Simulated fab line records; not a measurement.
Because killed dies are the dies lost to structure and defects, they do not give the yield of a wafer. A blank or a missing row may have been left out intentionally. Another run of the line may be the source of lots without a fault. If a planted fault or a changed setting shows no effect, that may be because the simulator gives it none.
fab line records	flow nand_harc	part 1 of 2: steps 1 to 30 of 39
record: lots: 5	wafers: 15	last_day: 30
route steps=1302 shown A_M1@1189 A_BONDPAD@1202
lots with no fault: from the same line, run without faults
start_h: start of the lot's first displayed wafer, in hours after the record's first day	wait_h: hours from the lot's prior step to this one	" unchanged from the row above	L1.1+2: one row covering several wafers at once	- no value, or no start given	* or withheld: withheld	< > ~ a bound
route shown NAME@n: NAME is a module with steps in the file, n the number in the route of the first one	usual: average and standard deviation across the fault-free wafers	same: alike in all rows	chamber/n: place in a boat	sites: the reading at each site	_std_site: how widely they spread, as a standard deviation	_edge_site: inner sites' mean taken away from outer sites' mean	radius_mm: how far each site lies from the wafer's centre	mask NAME#n: copy n	behind: the tool/chamber that last shaped the wafer	hold: cause of the lot's hold/its duration in hours/its outcome	device: which transistor (n, p or np) failed to switch	end of line: tests of these same wafers at the route's end	for a step that has no rows: nothing shown but its recipe	killed: dies lost to structure and defects at the first sort, not the wafer's yield	map: shows each die of a wafer: x if killed, . if not, _ if none is there
set.NAME: the run value of the setting; set.NAME@STEP: its run value at that earlier step	model.NAME: the simulator's own value behind a step, which no gauge read
certain route steps with their lots: each step a table, each wafer a row
services: from which hour (start_h, from the record's first day; less than 0 if before it) a tool's chamber was out of use, for how many hours, and why
== steps ==
step: NHARC_A_M1_DEGAS_29
recipe: temp_c: 250	time_s: 60
usual: heater_power_w: 362/52
lot.wafer	tool	chamber	start_h	wait_h	heater_power_w
L078.3	pvd_sputter-01	-	567.97	-	441
L078.2	"	-	"	"	413
L078.5	"	-	"	"	343
L080.2	pvd_sputter-03	-	590.90	-	384
L080.3	"	-	"	"	302
L080.5	"	-	"	"	313
L084.3	pvd_sputter-01	-	647.64	-	416
L084.4	"	-	"	"	332
L084.5	"	-	"	"	422
L087.4	pvd_sputter-03	-	659.41	-	305
L087.3	"	-	"	"	392
L087.5	"	-	"	"	311
L086.3	pvd_sputter-01	-	671.72	-	428
L086.2	"	-	"	"	336
L086.6	"	-	"	"	299
step: NHARC_A_M1_PRE_CLEAN_30
recipe: time_s: 30	temp_c: 280	gas: H2/He
usual: heater_power_w: 448/65
lot.wafer	tool	chamber	start_h	wait_h	heater_power_w
L078.2	pvd_sputter-01	-	-	-	391
L078.3	"	-	"	"	419
L078.5	"	-	"	"	391
L080.3	pvd_sputter-03	-	-	-	460
L080.2	"	-	"	"	331
L080.5	"	-	"	"	452
L084.4	pvd_sputter-01	-	-	-	521
L084.3	"	-	"	"	529
L084.5	"	-	"	"	372
L087.4	pvd_sputter-03	-	-	-	379
L087.3	"	-	"	"	338
L087.5	"	-	"	"	379
L086.2	pvd_sputter-01	-	-	-	523
L086.3	"	-	"	"	381
L086.6	"	-	"	"	544
step: NHARC_A_M1_PVD_20
recipe: target_thk_a: 50	bias_v: 168.6	power_w: 15000	chamber_pressure_pa: 0.12	time_s: 8.06	substrate_temp_c: 50	material: TaN
usual: throttle_valve_pct: 29.4/1.3
lot.wafer	tool	chamber	start_h	wait_h	throttle_valve_pct
L078.2	pvd_sputter-01	-	-	-	28.5
L078.3	"	-	"	"	29.7
L078.5	"	-	"	"	27.6
L080.2	pvd_sputter-03	-	-	-	32.0
L080.3	"	-	"	"	29.6
L080.5	"	-	"	"	32.4
L084.3	pvd_sputter-01	-	-	-	29.1
L084.4	"	-	"	"	28.9
L084.5	"	-	"	"	29.1
L087.4	pvd_sputter-03	-	-	-	31.9
L087.3	"	-	"	"	29.2
L087.5	"	-	"	"	31.9
L086.2	pvd_sputter-01	-	-	-	28.6
L086.3	"	-	"	"	30.1
L086.6	"	-	"	"	28.6
step: NHARC_A_M1_PVD_21
recipe: target_thk_a: 300	chamber_pressure_pa: 5	power_w: 5000	substrate_temp_c: 30	time_s: 20.49	material: Cu
usual: throttle_valve_pct: 29.5/1.3
lot.wafer	tool	chamber	start_h	wait_h	throttle_valve_pct
L078.3	pvd_sputter-01	-	-	-	28.5
L078.2	"	-	"	"	27.7
L078.5	"	-	"	"	28.3
L080.3	pvd_sputter-03	-	-	-	31.7
L080.2	"	-	"	"	31.1
L080.5	"	-	"	"	29.6
L084.3	pvd_sputter-01	-	-	-	29.0
L084.4	"	-	"	"	28.3
L084.5	"	-	"	"	28.5
L087.4	pvd_sputter-03	-	-	-	31.7
L087.3	"	-	"	"	29.3
L087.5	"	-	"	"	31.3
L086.3	pvd_sputter-01	-	-	-	28.7
L086.2	"	-	"	"	29.2
L086.6	"	-	"	"	28.8
step: NHARC_A_M1_ECD_22
recipe: target_thk_a: 4000	bath_temp_c: 25	material: Cu
lot.wafer	tool	chamber	start_h	wait_h
L078.2+3+5	ecd_cu-01	1	568.32	-
L080.2+3+5	ecd_cu-02	0,1,0	591.26	-
L084.3+4+5	ecd_cu-01	1,0,0	648.10	-
L087.4+3+5	ecd_cu-01	1,0,0	659.86	-
L086.2+3+6	ecd_cu-02	0	672.13	-
step: NHARC_A_M1_ANNEAL_31
recipe: temp_c: 225	time_s: 90
usual: anneal_temp_c_max: 226.7/0.36	wafer_temp_C_max: 225.66/0.26
lot.wafer	tool	chamber	start_h	wait_h	anneal_temp_c_max	wafer_temp_C_max
L078.2	rtp_anneal-02	0	568.75	0.4	226.9	225.41
L078.3	"	0	"	"	226.7	225.63
L078.5	"	0	"	"	226.8	225.73
L080.2	rtp_anneal-02	0	591.69	-	226.6	225.31
L080.3	"	0	"	"	226.7	225.34
L080.5	"	0	"	"	226.9	225.22
L084.3	rtp_anneal-02	0	648.48	-	226.7	225.58
L084.4	"	0	"	"	226.9	225.30
L084.5	"	0	"	"	227.2	225.42
L087.3	rtp_anneal-01	0	660.24	0.3	226.7	226.10
L087.4	"	0	"	"	226.3	226.16
L087.5	"	0	"	"	226.4	225.82
L086.2	rtp_anneal-01	0	672.51	0.3	226.4	225.70
L086.3	"	0	"	"	226.5	225.58
L086.6	"	0	"	"	226.5	225.53
step: NHARC_A_M1_CMP_23
recipe: t_overpolish_s: 20	target_thk_nm: 154.34
usual: motor_current_A: 12.5/1.3	time_to_endpoint_s: 28.4/2.9
lot.wafer	tool	chamber	start_h	wait_h	motor_current_A	time_to_endpoint_s
L078.2	cmp-01	3	569.04	-	12.7	26.4
L078.3	"	2	"	"	13.3	29.6
L078.5	"	3	"	"	12.6	23.6
L080.2	cmp-03	0	591.98	-	11.4	31.9
L080.3	"	2	"	"	11.8	31.3
L080.5	"	1	"	"	13.3	31.6
L084.3	cmp-01	1	648.78	-	13.2	29.4
L084.4	"	2	"	"	13.5	31.7
L084.5	"	0	"	"	13.4	28.0
L087.3	cmp-04	1	660.49	-	13.8	31.1
L087.4	"	0	"	"	14.6	32.3
L087.5	"	2	"	"	11.0	32.6
L086.3	cmp-03	2	672.83	-	12.1	25.8
L086.2	"	0	"	"	11.1	28.5
L086.6	"	1	"	"	13.2	26.8
step: NHARC_A_M1_THK_MEAS_24
recipe: thk_meas_gauge: xrf
usual: thk_nm: 154.2/1.4
lot.wafer	tool	chamber	start_h	wait_h	thk_nm
L078.2	film_metro-01	-	569.35	-	153.7
L078.3	"	-	"	"	154.3
L078.5	"	-	"	"	152.8
L080.2	film_metro-01	-	592.29	-	154.8
L080.3	"	-	"	"	155.0
L080.5	"	-	"	"	154.9
L084.3	film_metro-01	-	649.04	-	156.0
L084.4	"	-	"	"	156.6
L084.5	"	-	"	"	151.7
L087.3	film_metro-01	-	660.80	-	154.6
L087.4	"	-	"	"	154.6
L087.5	"	-	"	"	154.3
L086.2	film_metro-01	-	673.12	-	155.5
L086.3	"	-	"	"	153.1
L086.6	"	-	"	"	154.8
step: NHARC_A_M1_SRD_25
lot.wafer	tool	chamber	start_h	wait_h
L078.2+3+5	wet_bench-10	2,5,7	569.39	0.0
L080.5+2+3	wet_bench-08	6,0,1	592.33	0.0
L084.4+5+3	wet_bench-10	2,3,4	649.09	0.0
L087.4+3+5	wet_bench-08	5,1,2	660.84	0.0
L086.6+2+3	wet_bench-08	4,5,6	673.17	0.0
step: NHARC_A_M1_INSPECT_27
usual: raw_defect_count: 563/130
lot.wafer	tool	chamber	start_h	wait_h	raw_defect_count
L078.2	defect_inspect-02	-	569.51	0.0	539
L078.3	"	-	"	"	558
L078.5	"	-	"	"	695
L080.2	defect_inspect-01	-	592.46	0.0	769
L080.3	"	-	"	"	619
L080.5	"	-	"	"	545
L084.3	defect_inspect-02	-	649.20	0.0	620
L084.4	"	-	"	"	530
L084.5	"	-	"	"	545
L087.3	defect_inspect-01	-	660.96	0.0	608
L087.4	"	-	"	"	496
L087.5	"	-	"	"	383
L086.2	defect_inspect-01	-	673.27	0.0	476
L086.3	"	-	"	"	553
L086.6	"	-	"	"	440
step: NHARC_A_M1_PRE_CLEAN_32
recipe: time_s: 12	temp_c: 370	rf_power_w: 300	gas: NH3
usual: heater_power_w: 657/81
lot.wafer	tool	chamber	start_h	wait_h	heater_power_w
L078.2	pecvd-04	0	569.58	0.1	661
L078.3	"	1	"	"	615
L078.5	"	2	"	"	727
L080.2	pecvd-03	1	592.53	0.1	671
L080.3	"	2	"	"	625
L080.5	"	1	"	"	673
L084.3	pecvd-03	2	649.29	0.1	581
L084.5	"	0	"	"	760
L084.4	"	2	"	"	571
L087.3	pecvd-03	0	661.04	0.1	801
L087.4	"	2	"	"	666
L087.5	"	0	"	"	819
L086.2	pecvd-03	1	673.35	0.1	625
L086.3	"	2	"	"	595
L086.6	"	0	"	"	815
step: NHARC_A_M1_DEP_33
recipe: target_thk_a: 300	temp_c: 370	target_thk_nm: 30	pressure_torr: 3	flow_sccm: 200	rf_w: 450	material: SiCN
usual: heater_power_w: 605/75
lot.wafer	tool	chamber	start_h	wait_h	heater_power_w
L078.2	pecvd-04	0	569.66	0.1	572
L078.3	"	1	"	"	499
L078.5	"	2	"	"	604
L080.2	pecvd-03	1	592.61	0.1	560
L080.3	"	2	"	"	536
L080.5	"	1	"	"	552
L084.3	pecvd-03	2	649.43	0.1	551
L084.5	"	0	"	"	776
L084.4	"	2	"	"	554
L087.3	pecvd-03	0	661.15	0.1	796
L087.4	"	2	"	"	594
L087.5	"	0	"	"	764
L086.2	pecvd-03	1	673.46	0.1	621
L086.3	"	2	"	"	630
L086.6	"	0	"	"	758
step: NHARC_A_BONDPAD_DEP_00
recipe: target_thk_a: 2500	temp_c: 370	target_thk_nm: 250	pressure_torr: 3	flow_sccm: 200	rf_w: 450	material: SiCN
usual: heater_power_w: 597/61
lot.wafer	tool	chamber	start_h	wait_h	heater_power_w
L078.2	pecvd-01	0	570.21	-	628
L078.3	"	1	"	"	586
L078.5	"	0	"	"	631
L080.3	pecvd-01	2	593.16	-	501
L080.2	"	0	"	"	695
L080.5	"	0	"	"	706
L084.3	pecvd-04	2	649.99	-	602
L084.5	"	0	"	"	585
L084.4	"	2	"	"	623
L087.3	pecvd-04	2	661.66	-	597
L087.5	"	2	"	"	598
L087.4	"	0	"	"	600
L086.2	pecvd-04	0	674.00	-	576
L086.3	"	1	"	"	522
L086.6	"	0	"	"	563
step: NHARC_A_BONDPAD_CMP_29
recipe: target_thk_nm: 200	material: SiCN
usual: motor_current_A: 12.0/1.4
lot.wafer	tool	chamber	start_h	wait_h	motor_current_A
L078.3	cmp-03	2	570.62	-	12.4
L078.2	"	3	"	"	11.6
L078.5	"	3	"	"	11.0
L080.3	cmp-03	0	593.57	-	10.9
L080.2	"	1	"	"	12.9
L080.5	"	1	"	"	12.9
L084.4	cmp-04	3	650.30	-	9.8
L084.3	"	2	"	"	11.4
L084.5	"	0	"	"	14.3
L087.4	cmp-03	2	662.12	-	11.5
L087.3	"	3	"	"	11.5
L087.5	"	1	"	"	13.5
L086.3	cmp-04	3	674.43	-	10.3
L086.2	"	0	"	"	14.4
L086.6	"	2	"	"	11.3
step: NHARC_A_BONDPAD_THK_MEAS_30
recipe: thk_meas_gauge: ellipsometry
usual: thk_nm: 200.4/1.4
lot.wafer	tool	chamber	start_h	wait_h	thk_nm
L078.2	film_metro-01	-	570.87	0.2	199.7
L078.3	"	-	"	"	201.1
L078.5	"	-	"	"	200.6
L080.2	film_metro-01	-	593.82	0.2	201.2
L080.3	"	-	"	"	202.9
L080.5	"	-	"	"	198.8
L084.3	film_metro-01	-	650.56	0.2	199.9
L084.4	"	-	"	"	198.8
L084.5	"	-	"	"	201.6
L087.3	film_metro-01	-	662.32	0.2	199.6
L087.4	"	-	"	"	202.4
L087.5	"	-	"	"	200.5
L086.2	film_metro-01	-	674.65	0.2	202.2
L086.3	"	-	"	"	201.5
L086.6	"	-	"	"	200.7
step: NHARC_A_BONDPAD_SRD_31
lot.wafer	tool	chamber	start_h	wait_h
L078.3+2+5	wet_bench-10	6,7,1	570.92	0.0
L080.3+5+2	wet_bench-08	7,1,2	593.87	0.0
L084.5+3+4	wet_bench-10	4,7,1	650.59	0.0
L087.4+5+3	wet_bench-10	1,2,3	662.37	0.0
L086.2+6+3	wet_bench-08	3,5,0	674.69	0.0
step: NHARC_A_BONDPAD_DEHYDRATE_01
recipe: temp_c: 150	time_s: 120
lot.wafer	tool	chamber	start_h	wait_h
L078.2+3+5	litho_track-03	0	571.00	0.1
L080.2+3+5	litho_track-02	0	593.94	0.1
L084.3+4+5	litho_track-03	0	650.68	0.1
L087.3+4+5	litho_track-05	0	662.44	0.1
L086.2+3+6	litho_track-05	0	674.78	0.1
step: NHARC_A_BONDPAD_HMDS_02
recipe: time_s: 30
lot.wafer	tool	chamber	start_h	wait_h
L078.2+3+5	litho_track-03	0	-	-
L080.2+3+5	litho_track-02	0	-	-
L084.3+4+5	litho_track-03	0	-	-
L087.3+4+5	litho_track-05	0	-	-
L086.2+3+6	litho_track-05	0	-	-
step: NHARC_A_BONDPAD_COAT_33
recipe: temp_c: 200	time_s: 65
lot.wafer	tool	chamber	start_h	wait_h
L078.2+3+5	litho_track-03	0	-	-
L080.2+3+5	litho_track-02	0	-	-
L084.3+4+5	litho_track-03	0	-	-
L087.3+4+5	litho_track-05	0	-	-
L086.2+3+6	litho_track-05	0	-	-
step: NHARC_A_BONDPAD_COAT_03
recipe: spin_rpm: 2000	resist_thk_nm: 600
lot.wafer	tool	chamber	start_h	wait_h
L078.2+3+5	litho_track-03	0	-	-
L080.2+3+5	litho_track-02	0	-	-
L084.3+4+5	litho_track-03	0	-	-
L087.3+4+5	litho_track-05	0	-	-
L086.2+3+6	litho_track-05	0	-	-
step: NHARC_A_BONDPAD_SOFTBAKE_04
recipe: temp_c: 125	time_s: 70
lot.wafer	tool	chamber	start_h	wait_h
L078.2+3+5	litho_track-03	0	-	-
L080.2+3+5	litho_track-02	0	-	-
L084.3+4+5	litho_track-03	0	-	-
L087.3+4+5	litho_track-05	0	-	-
L086.2+3+6	litho_track-05	0	-	-
step: NHARC_A_BONDPAD_EBR_05
lot.wafer	tool	chamber	start_h	wait_h
L078.2+3+5	litho_track-03	0	-	-
L080.2+3+5	litho_track-02	0	-	-
L084.3+4+5	litho_track-03	0	-	-
L087.3+4+5	litho_track-05	0	-	-
L086.2+3+6	litho_track-05	0	-	-
step: NHARC_A_BONDPAD_EXPOSE_06
recipe: na: 0.55	dose_mj: 36.99	mask_id: A_BPAD
lot.wafer	tool	chamber	start_h	wait_h	mask
L078.2+3+5	krf_scanner-02	0	571.29	-	A_BPAD#0
L080.2+3+5	krf_scanner-01	0	594.24	-	A_BPAD#0
L084.3+4+5	krf_scanner-04	0	650.98	-	A_BPAD#0
L087.3+4+5	krf_scanner-01	0	662.74	-	A_BPAD#0
L086.2+3+6	krf_scanner-02	0	675.07	-	A_BPAD#0
step: NHARC_A_BONDPAD_PEB_07
recipe: peb_temp_c: 128	peb_time_s: 80
lot.wafer	tool	chamber	start_h	wait_h
L078.2+3+5	litho_track-05	0	571.35	0.1
L080.2+3+5	litho_track-05	0	594.30	0.1
L084.3+4+5	litho_track-03	0	651.04	0.1
L087.3+4+5	litho_track-05	0	662.80	0.1
L086.2+3+6	litho_track-02	0	675.13	0.1
step: NHARC_A_BONDPAD_DEVELOP_08
recipe: time_s: 50	dev_temp_c: 22
lot.wafer	tool	chamber	start_h	wait_h
L078.2+3+5	litho_track-05	0	-	-
L080.2+3+5	litho_track-05	0	-	-
L084.3+4+5	litho_track-03	0	-	-
L087.3+4+5	litho_track-05	0	-	-
L086.2+3+6	litho_track-02	0	-	-
step: NHARC_A_BONDPAD_CD_MEAS_09
recipe: target_cd_nm: 500	landing_energy_ev: 500
usual: cd_nm: 499.9/1.3
lot.wafer	tool	chamber	start_h	wait_h	cd_nm
L078.2	cd_sem-02	0	571.44	-	498.6
L078.3	"	0	"	"	501.3
L078.5	"	0	"	"	497.7
L080.2	cd_sem-03	0	594.38	-	499.3
L080.3	"	0	"	"	501.3
L080.5	"	0	"	"	500.7
L084.3	cd_sem-03	0	651.13	-	500.3
L084.4	"	0	"	"	498.3
L084.5	"	0	"	"	502.9
L087.3	cd_sem-01	0	662.89	-	497.5
L087.4	"	0	"	"	496.6
L087.5	"	0	"	"	497.3
L086.2	cd_sem-01	0	675.23	-	500.2
L086.3	"	0	"	"	499.2
L086.6	"	0	"	"	502.3
step: NHARC_A_BONDPAD_OVL_MEAS_35
usual: overlay_x_nm: -1/5.2	overlay_y_nm: 0/6.2
lot.wafer	tool	chamber	start_h	wait_h	overlay_x_nm	overlay_y_nm
L078.2	overlay-02	-	571.53	-	5	7
L078.3	"	-	"	"	5	7
L078.5	"	-	"	"	6	7
L080.2	overlay-02	-	594.47	-	-4	-1
L080.3	"	-	"	"	-4	-2
L080.5	"	-	"	"	-4	-1
L084.3	overlay-01	-	651.21	-	1	-6
L084.4	"	-	"	"	1	-7
L084.5	"	-	"	"	1	-7
L087.3	overlay-01	-	662.97	-	-5	12
L087.4	"	-	"	"	-5	11
L087.5	"	-	"	"	-4	11
L086.2	overlay-01	-	675.31	-	-6	6
L086.3	"	-	"	"	-6	7
L086.6	"	-	"	"	-6	7
step: NHARC_A_BONDPAD_HARDBAKE_10
recipe: temp_c: 118	time_s: 65
lot.wafer	tool	chamber	start_h	wait_h
L078.2+3+5	litho_track-02	0	571.57	0.0
L080.2+3+5	litho_track-05	0	594.52	0.0
L084.3+4+5	litho_track-02	0	651.26	0.0
L087.3+4+5	litho_track-03	0	663.02	0.1
L086.2+3+6	litho_track-03	0	675.36	0.0
step: NHARC_A_BONDPAD_DESCUM_11
recipe: time_s: 3	o2_flow_sccm: 200	ar_flow_sccm: 0	bias_power_w: 0	chemistry: O2
usual: drypump_motor_current_A: 5.7/0.48	o2_flow_sccm: 199.9/0.54	oes_product_au: 1.000/0.0094	rf_vpp_V: 57.8/0.8	showerhead_plenum_p_Torr: 1.93/0.09	throttle_valve_pct: 11.312/0.0098
lot.wafer	tool	chamber	start_h	wait_h	drypump_motor_current_A	o2_flow_sccm	oes_product_au	rf_hours_counter_h	rf_vpp_V	showerhead_plenum_p_Torr	throttle_valve_pct
L078.2	rie_diel-08	3	571.67	-	5.4	200.4	0.982	6	56.0	1.78	11.320
L078.3	"	0	"	"	5.6	199.7	0.982	7	57.5	1.83	11.306
L078.5	"	1	"	"	6.2	200.2	1.001	-	59.4	2.07	11.309
L080.3	rie_diel-01	3	594.59	-	5.4	200.0	1.012	2	57.0	1.86	11.316
L080.2	"	0	"	"	5.1	199.1	0.997	2	58.4	1.90	11.313
L080.5	"	3	"	"	5.4	199.8	0.999	-	56.8	1.86	11.313
L084.3	rie_diel-01	3	651.33	-	5.4	200.1	1.004	15	57.4	1.86	11.314
L084.4	"	0	"	"	5.0	199.8	0.993	-	57.5	1.89	11.301
L084.5	"	1	"	"	6.4	199.0	1.003	-	58.0	1.91	11.322
L087.4	rie_diel-07	0	663.11	-	5.5	200.2	1.011	0	57.7	2.02	11.281
L087.3	"	1	"	"	6.5	200.1	1.006	0	57.9	1.84	11.311
L087.5	"	2	"	"	5.1	200.8	0.996	-	58.3	1.86	11.324
L086.2	rie_diel-07	1	675.45	-	6.4	200.5	1.002	0	56.8	1.84	11.314
L086.3	"	2	"	"	5.1	200.1	0.999	0	57.8	1.86	11.309
L086.6	"	3	"	"	6.0	200.3	1.008	-	58.2	2.01	11.306
step: NHARC_A_BONDPAD_ETCH_34
recipe: target_depth_a: 600	overetch_a: 180	time_s: 65.91	ion_energy_ev: 200	n2_flow_sccm: 150	h2_flow_sccm: 150	ar_flow_sccm: 0	rf_w: 400	bias_w: 150	chemistry: N2/H2
usual: drypump_motor_current_A: 5.7/0.47	oes_product_au: 1.000/0.0096	rf_vpp_V: 430.9/2.9	showerhead_plenum_p_Torr: 2.05/0.1	throttle_valve_pct: 14.172/0.009
lot.wafer	tool	chamber	start_h	wait_h	drypump_motor_current_A	oes_product_au	rf_hours_counter_h	rf_vpp_V	showerhead_plenum_p_Torr	throttle_valve_pct
L078.2	rie_diel-08	2	571.76	0.1	6.1	0.990	1	435.9	2.22	14.182
L078.3	"	3	"	"	5.4	0.983	7	426.0	1.90	14.178
L078.5	"	1	"	"	6.2	0.994	-	435.1	2.22	14.172
L080.3	rie_diel-01	0	594.70	0.1	5.0	0.987	2	431.0	2.02	14.188
L080.2	"	1	"	"	6.4	1.000	2	432.1	2.04	14.180
L080.5	"	3	"	"	5.4	1.000	-	428.8	1.99	14.159
L084.3	rie_diel-01	1	651.44	0.1	6.4	0.995	15	430.6	2.04	14.191
L084.5	"	1	"	"	6.4	1.015	-	429.5	2.04	14.177
L084.4	"	0	"	"	5.0	1.001	-	429.2	2.02	14.159
L087.3	rie_diel-07	2	663.19	0.1	5.1	0.980	0	430.5	1.99	14.148
L087.4	"	3	"	"	6.0	0.995	0	434.4	2.14	14.183
L087.5	"	1	"	"	6.4	0.996	-	429.2	1.95	14.183
L086.2	rie_diel-07	3	675.52	0.1	5.9	1.006	0	432.6	2.14	14.186
L086.3	"	2	"	"	5.2	0.994	0	430.1	1.99	14.164
L086.6	"	3	"	"	6.0	1.013	-	434.0	2.14	14.179
